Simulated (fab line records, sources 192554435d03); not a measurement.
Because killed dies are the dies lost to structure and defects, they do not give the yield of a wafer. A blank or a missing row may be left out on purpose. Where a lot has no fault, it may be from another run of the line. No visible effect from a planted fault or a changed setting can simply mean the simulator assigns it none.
Lot-split experiment + flow n5_finfet + 21 wafers read from 7 lots, route of 1938 steps

## THE SPLIT
At N5_MOL_CONTACT_COAG_ETCH_105 (etches SiARC in CF4, target depth 15.6 nm, time 26 s), the setting bias_w was moved away from the recipe's 36 W on 7 of the 21 wafers read, by -12.6% to +11.8%. For the rest of the wafers, this setting stayed at what the recipe calls for.

The split's own step is where the reading is taken.

## THE READING
rf_vpp_V, in V, at N5_MOL_CONTACT_COAG_ETCH_105 (etches SiARC in CF4, target depth 15.6 nm, time 26 s). Typical for fault-free wafers on this fab line: 183.8 V, with standard deviation 1.1 V.

| wafer  | tool, chamber at the split | bias_w as run, W | against the recipe | rf_vpp_V, V | against lot-mates on the recipe |
|--------|----------------------------|------------------|--------------------|-------------|---------------------------------|
| L075.1 | rie_diel-05, 3             | 32.59            | -9.5%              | 171.4       | no lot-mate on the recipe       |
| L075.2 | rie_diel-05, 1             | 32.59            | -9.5%              | 172.5       | no lot-mate on the recipe       |
| L075.6 | rie_diel-05, 1             | 32.59            | -9.5%              | 173.0       | no lot-mate on the recipe       |
| L083.1 | rie_diel-06, 3             | 36               | recipe             | 183.2       | -                               |
| L083.3 | rie_diel-06, 1             | 36               | recipe             | 184.4       | -                               |
| L083.5 | rie_diel-06, 3             | 36               | recipe             | 183.7       | -                               |
| L091.1 | rie_diel-06, 2             | 36               | recipe             | 182.1       | -                               |
| L091.2 | rie_diel-06, 0             | 36               | recipe             | 183.4       | -                               |
| L091.3 | rie_diel-06, 1             | 36               | recipe             | 183.9       | -                               |
| L092.1 | rie_diel-06, 0             | 31.45            | -12.6%             | 167.3       | -16.0                           |
| L092.3 | rie_diel-06, 2             | 36               | recipe             | 183.3       | -                               |
| L092.4 | rie_diel-06, 3             | 31.45            | -12.6%             | 167.2       | -16.1                           |
| L095.3 | rie_diel-06, 3             | 36               | recipe             | 181.7       | -                               |
| L095.4 | rie_diel-06, 0             | 40.26            | +11.8%             | 195.4       | +13.7                           |
| L095.5 | rie_diel-06, 3             | 40.26            | +11.8%             | 196.7       | +15.0                           |
| L096.1 | rie_diel-01, 1             | 36               | recipe             | 183.6       | -                               |
| L096.4 | rie_diel-01, 0             | 36               | recipe             | 185.8       | -                               |
| L096.5 | rie_diel-01, 1             | 36               | recipe             | 182.7       | -                               |
| L097.1 | rie_diel-06, 1             | 36               | recipe             | 184.5       | -                               |
| L097.4 | rie_diel-06, 1             | 36               | recipe             | 185.2       | -                               |
| L097.6 | rie_diel-06, 2             | 36               | recipe             | 185.4       | -                               |

FIT RESULTS
A straight line over all 21 wafers: rf_vpp_V changes by +1.18 V for each +1% of bias_w; r = +0.99; the points scatter about the line by 1.2 V.
The same after taking each lot's own level away (the mean of its wafers on the recipe; 18 wafers): +1.24 V for each +1%; r = +1.00; scatter 0.76 V.
On that fit, the largest move of bias_w shifts the reading by 16 V.
Across the lots, their own levels run from 181.70 to 185.03 V, a range of 3.0 times the standard deviation given above.
The two slopes are in agreement: the lot-to-lot level therefore moves the slope only a little.
Check: for one of the wafers moved furthest among these (-12.6%), held out of the fit, the line's prediction against its lot-mates is -15.7 V. It came out at -16 V against them.
Tool readings at the split's step, against how far the setting was moved: rf_vpp_V r = +0.99.

## THESE WAFERS: OTHER SPLITS
Other splits were also applied to these wafers ahead of the reading. Each is held against what the fit with the lots' levels taken away leaves over:
| other split on the same wafers | wafers away from the commonest value | r with rf_vpp_V (lot level and that fit taken away) |
|--------------------------------|--------------------------------------|-----------------------------------------------------|
| N5_SDB_COAT_03 spin_rpm        | 8                                    | +0.02                                               |
| N5_HKMG_FIN_PEB_10 peb_time_s  | 9                                    | -0.07                                               |
| N5_HKMG_FIN_ETCH_32 bias_w     | 4                                    | -0.05                                               |

## FILE'S OWN FIT
rf_vpp_V changes by +1.24 V for each +1% of bias_w, r = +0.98.
